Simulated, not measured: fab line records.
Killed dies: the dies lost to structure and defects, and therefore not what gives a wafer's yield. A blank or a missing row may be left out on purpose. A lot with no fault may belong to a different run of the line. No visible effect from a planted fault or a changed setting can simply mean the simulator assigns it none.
Which tool is to blame? | flow n5-finfet | 23 lots with 69 wafers sampled at 6 steps, on a route of 1938 steps

== WHAT EACH GAUGE READ, for each wafer ==
The record lacks any reading of a measuring or inspecting step that a usual standard deviation could be used to judge.

== EACH LOT AND THE TOOL THAT RAN IT (in order: tool; ch and the chambers of the sampled wafers; start) ==
lot  | N5_BEOL_M0_ANNEAL_133        | N5_BEOL_M0_PRE_CLEAN_131         | N5_BEOL_M1_STRIP_66                | N5_BEOL_M1_DESCUM_33               | N5_BEOL_M1_TRENCH_ETCH_37                     | N5_BEOL_M1_SPUTTER_48
L074 | pvd-sputter-02, day 5 21:46  | cvd-co-01 ch 0,2, day 5 23:10    | rie-diel-03 ch 1,3, day 6 00:23    | rie-diel-02 ch 2,3, day 6 01:11    | rie-diel-03 ch 0,1, day 6 06:48 or earlier    | pvd-sputter-03, day 6 06:48
L075 | pvd-sputter-03, day 6 17:18  | cvd-co-02 ch 1,2, day 6 18:18    | rie-diel-03 ch 0,3, day 6 20:31    | rie-diel-02 ch 0,1, day 6 21:34    | rie-diel-02 ch 0,1, day 6 23:18 or earlier    | pvd-sputter-03, day 6 23:18
L076 | pvd-sputter-02, day 6 19:29  | cvd-co-02 ch 0,1,2, day 6 20:35  | rie-diel-03 ch 0,2, day 6 22:00    | rie-diel-03 ch 2,3, day 6 23:26    | rie-diel-06 ch 1,2, day 7 04:08 or earlier    | pvd-sputter-01, day 7 04:08
L077 | pvd-sputter-03, day 6 21:30  | cvd-co-02 ch 0,2, day 6 22:55    | rie-diel-06 ch 0,1, day 7 00:17    | rie-diel-06 ch 1,3, day 7 01:11    | rie-diel-03 ch 1,3, day 7 05:14 or earlier    | pvd-sputter-03, day 7 05:14
L078 | pvd-sputter-01, day 6 21:34  | cvd-co-02 ch 0,1,2, day 6 23:04  | rie-diel-03 ch 1,2, day 7 00:33    | rie-diel-06 ch 0,1,3, day 7 01:22  | rie-diel-06 ch 0,2,3, day 7 11:31 or earlier  | pvd-sputter-02, day 7 11:31
L079 | pvd-sputter-01, day 7 08:01  | cvd-co-01 ch 1,2, day 7 09:22    | rie-diel-02 ch 0,1,2, day 7 11:24  | rie-diel-02 ch 0,2,3, day 7 12:04  | rie-diel-06 ch 1,3, day 7 14:11 or earlier    | pvd-sputter-03, day 7 14:11
L080 | pvd-sputter-01, day 7 14:16  | cvd-co-01 ch 0,1,2, day 7 15:20  | rie-diel-03 ch 0,2, day 7 17:24    | rie-diel-06 ch 1,2, day 7 18:21    | rie-diel-06 ch 0,1,2, day 8 02:40 or earlier  | pvd-sputter-02, day 8 02:40
L081 | pvd-sputter-02, day 8 02:19  | cvd-co-01 ch 0,1,2, day 8 03:26  | rie-diel-06 ch 1,2,3, day 8 05:17  | rie-diel-02 ch 1,2,3, day 8 05:57  | rie-diel-06 ch 0,1,3, day 8 08:22 or earlier  | pvd-sputter-03, day 8 08:22
L083 | pvd-sputter-01, day 8 04:04  | cvd-co-01 ch 0,2, day 8 05:10    | rie-diel-03 ch 0,1,3, day 8 08:03  | rie-diel-06 ch 0,2,3, day 8 08:52  | rie-diel-03 ch 0,1,3, day 8 11:12 or earlier  | pvd-sputter-02, day 8 11:12
L084 | pvd-sputter-02, day 8 10:07  | cvd-co-02 ch 0,1,2, day 8 11:19  | rie-diel-03 ch 0,2, day 8 14:31    | rie-diel-03 ch 0,1,2, day 8 15:43  | rie-diel-03 ch 0,2, day 8 20:57 or earlier    | pvd-sputter-03, day 8 20:57
L085 | pvd-sputter-03, day 8 19:31  | cvd-co-02 ch 1,2, day 8 20:29    | rie-diel-02 ch 1,2,3, day 8 23:40  | rie-diel-03 ch 0,1, day 9 00:20    | rie-diel-02 ch 1,2,3, day 9 04:08 or earlier  | pvd-sputter-02, day 9 04:08
L086 | pvd-sputter-01, day 9 07:41  | cvd-co-02 ch 0,1,2, day 9 08:41  | rie-diel-03 ch 2,3, day 9 10:02    | rie-diel-06 ch 0,3, day 9 10:50    | rie-diel-06 ch 0,1, day 9 13:40 or earlier    | pvd-sputter-03, day 9 13:40
L087 | pvd-sputter-03, day 9 08:32  | cvd-co-02 ch 0,1, day 9 10:13    | rie-diel-06 ch 1,3, day 9 13:03    | rie-diel-03 ch 0,2,3, day 9 13:43  | rie-diel-02 ch 2,3, day 9 15:30 or earlier    | pvd-sputter-02, day 9 15:30
L088 | pvd-sputter-03, day 9 16:02  | cvd-co-01 ch 0,1, day 9 17:34    | rie-diel-02 ch 0,1,3, day 9 19:56  | rie-diel-02 ch 0,2,3, day 9 20:44  | rie-diel-03 ch 0,3, day 10 00:11 or earlier   | pvd-sputter-02, day 10 00:11
L089 | pvd-sputter-02, day 9 20:50  | cvd-co-01 ch 0,1,2, day 9 22:11  | rie-diel-02 ch 0,1,2, day 10 01:08 | rie-diel-06 ch 0,2,3, day 10 01:56 | rie-diel-03 ch 0,1,2, day 10 04:22 or earlier | pvd-sputter-01, day 10 04:22
L090 | pvd-sputter-02, day 10 02:19 | cvd-co-01 ch 0,2, day 10 03:18   | rie-diel-02 ch 2,3, day 10 05:39   | rie-diel-06 ch 1,2, day 10 06:19   | rie-diel-06 ch 0,1,2, day 10 09:23 or earlier | pvd-sputter-03, day 10 09:23
L091 | pvd-sputter-03, day 10 07:58 | cvd-co-02 ch 0,1,2, day 10 08:58 | rie-diel-03 ch 0,2, day 10 11:09   | rie-diel-06 ch 0,1, day 10 11:49   | rie-diel-02 ch 1,3, day 10 14:52 or earlier   | pvd-sputter-01, day 10 14:52
L092 | pvd-sputter-03, day 10 11:49 | cvd-co-01 ch 1,2, day 10 13:17   | rie-diel-03 ch 1,2, day 10 15:07   | rie-diel-02 ch 0,2,3, day 10 15:49 | rie-diel-06 ch 2,3, day 11 00:23 or earlier   | pvd-sputter-01, day 11 00:23
L093 | pvd-sputter-03, day 10 14:55 | cvd-co-02 ch 0,1,2, day 10 16:20 | rie-diel-06 ch 2,3, day 10 18:31   | rie-diel-03 ch 0,3, day 10 19:25   | rie-diel-06 ch 3, day 11 05:01 or earlier     | pvd-sputter-01, day 11 05:01
L094 | pvd-sputter-02, day 10 20:10 | cvd-co-02 ch 0,2, day 10 21:10   | rie-diel-02 ch 0,1,3, day 10 22:50 | rie-diel-02 ch 1,3, day 10 23:30   | rie-diel-02 ch 0,1,2, day 11 03:11 or earlier | pvd-sputter-03, day 11 03:11
L095 | pvd-sputter-02, day 11 00:07 | cvd-co-01 ch 0,2, day 11 01:07   | rie-diel-02 ch 0,1, day 11 03:23   | rie-diel-02 ch 1,2,3, day 11 04:13 | rie-diel-02 ch 0,1,3, day 11 09:01 or earlier | pvd-sputter-03, day 11 09:01
L096 | pvd-sputter-02, day 11 09:27 | cvd-co-02 ch 0,1, day 11 10:26   | rie-diel-06 ch 0,2, day 11 12:24   | rie-diel-06 ch 0,1,3, day 11 13:12 | rie-diel-02 ch 0,2,3, day 11 20:16 or earlier | pvd-sputter-01, day 11 20:16
L097 | pvd-sputter-02, day 11 22:43 | cvd-co-01 ch 0,1,2, day 12 02:14 | rie-diel-03 ch 1,2, day 12 04:56   | rie-diel-03 ch 0,1,2, day 12 05:43 | rie-diel-02 ch 2,3, day 12 09:17 or earlier   | pvd-sputter-03, day 12 09:17
- N5_BEOL_M0_ANNEAL_133: time 60 s.
- N5_BEOL_M0_PRE_CLEAN_131: time 15 s.
- N5_BEOL_M1_STRIP_66: strips in CF4.
- N5_BEOL_M1_DESCUM_33: chemistry O2, time 7 s.
- N5_BEOL_M1_TRENCH_ETCH_37: etches SiOC in C4F6/O2, target depth 55.207 nm, time 29 s.
- N5_BEOL_M1_SPUTTER_48: material Cu, target thk 4.5 nm, time 8.29 s.

== WHAT THE TOOLS THEMSELVES READ (means of the sampled wafers that have a number; where no wafer has one, the mark that the record gives instead) ==
N5_BEOL_M0_ANNEAL_133. Usual: heater-power-w reads 798 W (standard deviation 94).
lot  | tool           | heater-power-w (W) | flag
L074 | pvd-sputter-02 | 654                |
L075 | pvd-sputter-03 | 797                |
L076 | pvd-sputter-02 | 721                |
L077 | pvd-sputter-03 | 846                |
L078 | pvd-sputter-01 | 928                |
L079 | pvd-sputter-01 | 866                |
L080 | pvd-sputter-01 | 941                |
L081 | pvd-sputter-02 | 716                |
L083 | pvd-sputter-01 | 870                |
L084 | pvd-sputter-02 | 785                |
L085 | pvd-sputter-03 | 846                |
L086 | pvd-sputter-01 | 847                |
L087 | pvd-sputter-03 | 843                |
L088 | pvd-sputter-03 | 813                |
L089 | pvd-sputter-02 | 786                |
L090 | pvd-sputter-02 | 793                |
L091 | pvd-sputter-03 | 805                |
L092 | pvd-sputter-03 | 843                |
L093 | pvd-sputter-03 | 785                |
L094 | pvd-sputter-02 | 801                |
L095 | pvd-sputter-02 | 730                |
L096 | pvd-sputter-02 | 786                |
L097 | pvd-sputter-02 | 719                |

N5_BEOL_M0_PRE_CLEAN_131. Usual: heater-power-w reads 97 W (standard deviation 30).
lot  | tool      | heater-power-w (W) | flag
L074 | cvd-co-01 | 84                 |
L075 | cvd-co-02 | 101                |
L076 | cvd-co-02 | 109                |
L077 | cvd-co-02 | 82                 |
L078 | cvd-co-02 | 108                |
L079 | cvd-co-01 | 71                 |
L080 | cvd-co-01 | 83                 |
L081 | cvd-co-01 | 84                 |
L083 | cvd-co-01 | 72                 |
L084 | cvd-co-02 | 107                |
L085 | cvd-co-02 | 99                 |
L086 | cvd-co-02 | 105                |
L087 | cvd-co-02 | 115                |
L088 | cvd-co-01 | 96                 |
L089 | cvd-co-01 | 84                 |
L090 | cvd-co-01 | 83                 |
L091 | cvd-co-02 | 108                |
L092 | cvd-co-01 | 71                 |
L093 | cvd-co-02 | 109                |
L094 | cvd-co-02 | 90                 |
L095 | cvd-co-01 | 83                 |
L096 | cvd-co-02 | 132                |
L097 | cvd-co-01 | 85                 |

N5_BEOL_M1_STRIP_66. Usual: chamber-pressure-mTorr 50.01 mTorr, standard deviation 0.048; drypump-motor-current-A 5.9 A, standard deviation 0.43; oes-product-au 0.80 a.u., standard deviation 0.08; rf-vpp-V 271.7 V, standard deviation 1.6; showerhead-plenum-p-Torr 1.81 Torr, standard deviation 0.065; throttle-valve-pct 13.55 %, standard deviation 0.25.
lot  | tool        | chamber-pressure-mTorr (mTorr) | drypump-motor-current-A (A) | oes-product-au (a.u.) | rf-vpp-V (V) | showerhead-plenum-p-Torr (Torr) | throttle-valve-pct (%) | flag
L074 | rie-diel-03 | 50.04                          | 5.5                         | 0.71                  | 271.7        | 1.80                            | 13.90                  |
L075 | rie-diel-03 | 50.04                          | 5.8                         | 0.76                  | 269.8        | 1.77                            | 13.79                  |
L076 | rie-diel-03 | 50.00                          | 6.2                         | 0.87                  | 270.5        | 1.76                            | 13.48                  |
L077 | rie-diel-06 | 49.96                          | 6.1                         | 0.84                  | 271.9        | 1.81                            | 13.37                  |
L078 | rie-diel-03 | 50.04                          | 5.7                         | 0.75                  | 272.0        | 1.82                            | 13.72                  |
L079 | rie-diel-02 | 49.94                          | 6.1                         | 0.78                  | 272.2        | 1.83                            | 13.50                  |
L080 | rie-diel-03 | 49.98                          | 5.7                         | 0.80                  | 269.8        | 1.74                            | 13.58                  |
L081 | rie-diel-06 | 50.00                          | 5.7                         | 0.87                  | 272.2        | 1.85                            | 13.31                  |
L083 | rie-diel-03 | 50.00                          | 6.0                         | 0.76                  | 271.4        | 1.80                            | 13.73                  |
L084 | rie-diel-03 | 50.01                          | 5.7                         | 0.79                  | 269.7        | 1.74                            | 13.59                  |
L085 | rie-diel-02 | 50.02                          | 6.0                         | 0.80                  | 271.0        | 1.83                            | 13.55                  |
L086 | rie-diel-03 | 49.99                          | 5.3                         | 0.88                  | 270.6        | 1.76                            | 13.54                  |
L087 | rie-diel-06 | 50.00                          | 5.9                         | 0.84                  | 272.7        | 1.87                            | 13.29                  |
L088 | rie-diel-02 | 49.98                          | 5.9                         | 0.82                  | 273.5        | 1.88                            | 13.34                  |
L089 | rie-diel-02 | 50.05                          | 6.1                         | 0.76                  | 272.1        | 1.82                            | 13.54                  |
L090 | rie-diel-02 | 49.94                          | 5.8                         | 0.84                  | 272.6        | 1.84                            | 13.55                  |
L091 | rie-diel-03 | 49.97                          | 6.2                         | 0.82                  | 269.8        | 1.75                            | 13.53                  |
L092 | rie-diel-03 | 50.00                          | 5.7                         | 0.73                  | 271.7        | 1.81                            | 13.79                  |
L093 | rie-diel-06 | 50.08                          | 5.4                         | 0.84                  | 271.3        | 1.84                            | 13.40                  |
L094 | rie-diel-02 | 50.00                          | 5.9                         | 0.80                  | 272.3        | 1.88                            | 13.37                  |
L095 | rie-diel-02 | 50.00                          | 6.1                         | 0.77                  | 273.0        | 1.87                            | 13.34                  |
L096 | rie-diel-06 | 50.05                          | 5.7                         | 0.92                  | 270.3        | 1.78                            | 13.32                  |
L097 | rie-diel-03 | 50.03                          | 5.5                         | 0.72                  | 270.9        | 1.76                            | 13.78                  |

N5_BEOL_M1_DESCUM_33. Usual: chamber-pressure-mTorr is 20.000 mTorr with standard deviation 0.018, drypump-motor-current-A is 5.9 A with standard deviation 0.39, oes-product-au is 0.82 a.u. with standard deviation 0.092, rf-vpp-V is 243.5 V with standard deviation 1.5, showerhead-plenum-p-Torr is 2.12 Torr with standard deviation 0.082, temp-c is 40.00 C with standard deviation 0.11, and throttle-valve-pct is 20.35 % with standard deviation 0.23.
lot  | tool        | chamber-pressure-mTorr (mTorr) | drypump-motor-current-A (A) | oes-product-au (a.u.) | rf-vpp-V (V) | showerhead-plenum-p-Torr (Torr) | temp-c (C) | throttle-valve-pct (%) | flag
L074 | rie-diel-02 | 20.004                         | 6.0                         | 0.73                  | 240.9        | 1.99                            | 39.87      | 20.67                  |
L075 | rie-diel-02 | 19.992                         | 6.1                         | 0.83                  | 244.5        | 2.21                            | 40.06      | 20.08                  |
L076 | rie-diel-03 | 19.996                         | 5.3                         | 0.74                  | 242.4        | 2.03                            | 39.91      | 20.58                  |
L077 | rie-diel-06 | 20.020                         | 6.0                         | 0.92                  | 244.5        | 2.16                            | 40.01      | 20.11                  |
L078 | rie-diel-06 | 20.005                         | 6.0                         | 0.82                  | 243.8        | 2.14                            | 39.98      | 20.28                  |
L079 | rie-diel-02 | 20.002                         | 5.9                         | 0.87                  | 244.4        | 2.15                            | 39.93      | 20.36                  |
L080 | rie-diel-06 | 19.990                         | 5.8                         | 0.92                  | 244.4        | 2.14                            | 40.10      | 20.19                  |
L081 | rie-diel-02 | 20.023                         | 6.0                         | 0.82                  | 244.0        | 2.14                            | 40.00      | 20.36                  |
L083 | rie-diel-06 | 19.989                         | 5.7                         | 0.79                  | 244.6        | 2.14                            | 40.01      | 20.38                  |
L084 | rie-diel-03 | 20.021                         | 6.0                         | 0.80                  | 242.9        | 2.08                            | 39.90      | 20.50                  |
L085 | rie-diel-03 | 19.996                         | 6.4                         | 0.83                  | 243.0        | 2.09                            | 39.92      | 20.42                  |
L086 | rie-diel-06 | 19.996                         | 5.9                         | 0.77                  | 243.8        | 2.16                            | 40.07      | 20.32                  |
L087 | rie-diel-03 | 20.005                         | 5.7                         | 0.87                  | 242.7        | 2.03                            | 40.10      | 20.42                  |
L088 | rie-diel-02 | 19.992                         | 6.0                         | 0.83                  | 243.6        | 2.15                            | 39.98      | 20.39                  |
L089 | rie-diel-06 | 20.008                         | 5.7                         | 0.79                  | 244.1        | 2.13                            | 40.01      | 20.40                  |
L090 | rie-diel-06 | 19.987                         | 5.5                         | 0.87                  | 243.6        | 2.13                            | 40.00      | 20.31                  |
L091 | rie-diel-06 | 20.001                         | 6.1                         | 0.74                  | 243.8        | 2.08                            | 40.06      | 20.44                  |
L092 | rie-diel-02 | 19.974                         | 6.0                         | 0.82                  | 244.2        | 2.14                            | 40.06      | 20.40                  |
L093 | rie-diel-03 | 19.989                         | 5.8                         | 0.90                  | 243.2        | 2.05                            | 40.04      | 20.37                  |
L094 | rie-diel-02 | 20.004                         | 5.8                         | 0.85                  | 246.1        | 2.21                            | 40.03      | 20.25                  |
L095 | rie-diel-02 | 19.998                         | 6.0                         | 0.79                  | 243.9        | 2.13                            | 39.93      | 20.41                  |
L096 | rie-diel-06 | 20.006                         | 6.0                         | 0.90                  | 243.3        | 2.13                            | 39.93      | 20.18                  |
L097 | rie-diel-03 | 20.021                         | 5.9                         | 0.76                  | 241.9        | 2.07                            | 39.97      | 20.53                  |

N5_BEOL_M1_TRENCH_ETCH_37. Usual: chamber-pressure-mTorr is 30.00 mTorr with standard deviation 0.031, drypump-motor-current-A is 5.9 A with standard deviation 0.42, oes_o_777_au is 0.81 a.u. with standard deviation 0.084, oes-product-au is 0.81 a.u. with standard deviation 0.087, rf-vpp-V is 668 V with standard deviation 8.2, showerhead-plenum-p-Torr is 2.89 Torr with standard deviation 0.099, and throttle-valve-pct is 20.80 % with standard deviation 0.25.
lot  | tool        | chamber-pressure-mTorr (mTorr) | drypump-motor-current-A (A) | oes_o_777_au (a.u.) | oes-product-au (a.u.) | rf-vpp-V (V) | showerhead-plenum-p-Torr (Torr) | throttle-valve-pct (%) | flag
L074 | rie-diel-03 | 29.99                          | 6.2                         | 0.82                | 0.82                  | 670          | 2.91                            | 20.97                  |
L075 | rie-diel-02 | 30.02                          | 6.2                         | 0.79                | 0.79                  | 675          | 2.97                            | 20.50                  |
L076 | rie-diel-06 | 29.99                          | 5.8                         | 0.93                | 0.93                  | 665          | 2.91                            | 20.65                  |
L077 | rie-diel-03 | 30.01                          | 5.5                         | 0.70                | 0.70                  | 673          | 2.87                            | 21.19                  |
L078 | rie-diel-06 | 30.01                          | 5.7                         | 0.81                | 0.80                  | 664          | 2.90                            | 20.78                  |
L079 | rie-diel-06 | 29.99                          | 6.0                         | 0.91                | 0.91                  | 658          | 2.94                            | 20.57                  |
L080 | rie-diel-06 | 30.00                          | 5.7                         | 0.82                | 0.83                  | 665          | 2.88                            | 20.80                  |
L081 | rie-diel-06 | 29.99                          | 6.0                         | 0.81                | 0.81                  | 657          | 2.91                            | 20.72                  |
L083 | rie-diel-03 | 29.99                          | 6.0                         | 0.77                | 0.78                  | 673          | 2.86                            | 21.04                  |
L084 | rie-diel-03 | 30.02                          | 5.8                         | 0.79                | 0.79                  | 669          | 2.75                            | 20.87                  |
L085 | rie-diel-02 | 29.99                          | 6.0                         | 0.80                | 0.81                  | 671          | 2.90                            | 20.83                  |
L086 | rie-diel-06 | 29.99                          | 6.0                         | 0.75                | 0.75                  | 657          | 2.84                            | 20.88                  |
L087 | rie-diel-02 | 30.01                          | 6.0                         | 0.80                | 0.80                  | 665          | 2.83                            | 21.07                  |
L088 | rie-diel-03 | 30.00                          | 5.8                         | 0.90                | 0.93                  | 676          | 2.80                            | 20.87                  |
L089 | rie-diel-03 | 30.04                          | 6.0                         | 0.78                | 0.78                  | 669          | 2.82                            | 20.94                  |
L090 | rie-diel-06 | 29.99                          | 5.8                         | 0.81                | 0.81                  | 664          | 2.87                            | 20.82                  |
L091 | rie-diel-02 | 30.01                          | 6.0                         | 0.79                | 0.79                  | 674          | 2.98                            | 20.61                  |
L092 | rie-diel-06 | 30.01                          | 5.4                         | 0.84                | 0.83                  | 671          | 2.92                            | 20.74                  |
L093 | rie-diel-06 | 30.02                          | 5.8                         | 0.83                | 0.81                  | 657          | 2.98                            | 20.59                  |
L094 | rie-diel-02 | 30.03                          | 6.1                         | 0.75                | 0.75                  | 670          | 2.89                            | 20.79                  |
L095 | rie-diel-02 | 29.98                          | 6.0                         | 0.81                | 0.81                  | 672          | 2.99                            | 20.63                  |
L096 | rie-diel-02 | 30.01                          | 5.9                         | 0.81                | 0.81                  | 668          | 2.91                            | 20.88                  |
L097 | rie-diel-02 | 29.95                          | 5.8                         | 0.83                | 0.83                  | 668          | 2.92                            | 20.95                  |

N5_BEOL_M1_SPUTTER_48. Usual: throttle-valve-pct reads 29.9 % (standard deviation 1.3).
lot  | tool           | throttle-valve-pct (%) | flag
L074 | pvd-sputter-03 | 30.4                   |
L075 | pvd-sputter-03 | 30.3                   |
L076 | pvd-sputter-01 | 29.3                   |
L077 | pvd-sputter-03 | 30.4                   |
L078 | pvd-sputter-02 | 29.9                   |
L079 | pvd-sputter-03 | 31.3                   |
L080 | pvd-sputter-02 | 29.9                   |
L081 | pvd-sputter-03 | 30.9                   |
L083 | pvd-sputter-02 | 29.8                   |
L084 | pvd-sputter-03 | 31.0                   |
L085 | pvd-sputter-02 | 30.2                   |
L086 | pvd-sputter-03 | 31.0                   |
L087 | pvd-sputter-02 | 30.0                   |
L088 | pvd-sputter-02 | 30.5                   |
L089 | pvd-sputter-01 | 28.1                   |
L090 | pvd-sputter-03 | 30.2                   |
L091 | pvd-sputter-01 | 29.1                   |
L092 | pvd-sputter-01 | 28.0                   |
L093 | pvd-sputter-01 | 30.0                   |
L094 | pvd-sputter-03 | 30.3                   |
L095 | pvd-sputter-03 | 31.1                   |
L096 | pvd-sputter-01 | 30.3                   |
L097 | pvd-sputter-03 | 30.7                   |

== THE ANSWER, worked out from the rows above alone ==
Rule: a lot is off if the mean of its wafers that have a number lies more than 3 standard deviations from the usual mean. Also off: a lot with no number at a reading for which 4 or more lots have one. Where the step has rows for the other lots, those lots are counted as sound. First the gauges in route order, then the tools' own readings, where a lot's mean is used as printed above. At the first step where some lot is off, the reading lying furthest off is the one used; lots without a number count as furthest.
Nothing can be told from this: no lot is off at any reading shown.

== WHAT THE SIMULATOR HAD INSERTED ==
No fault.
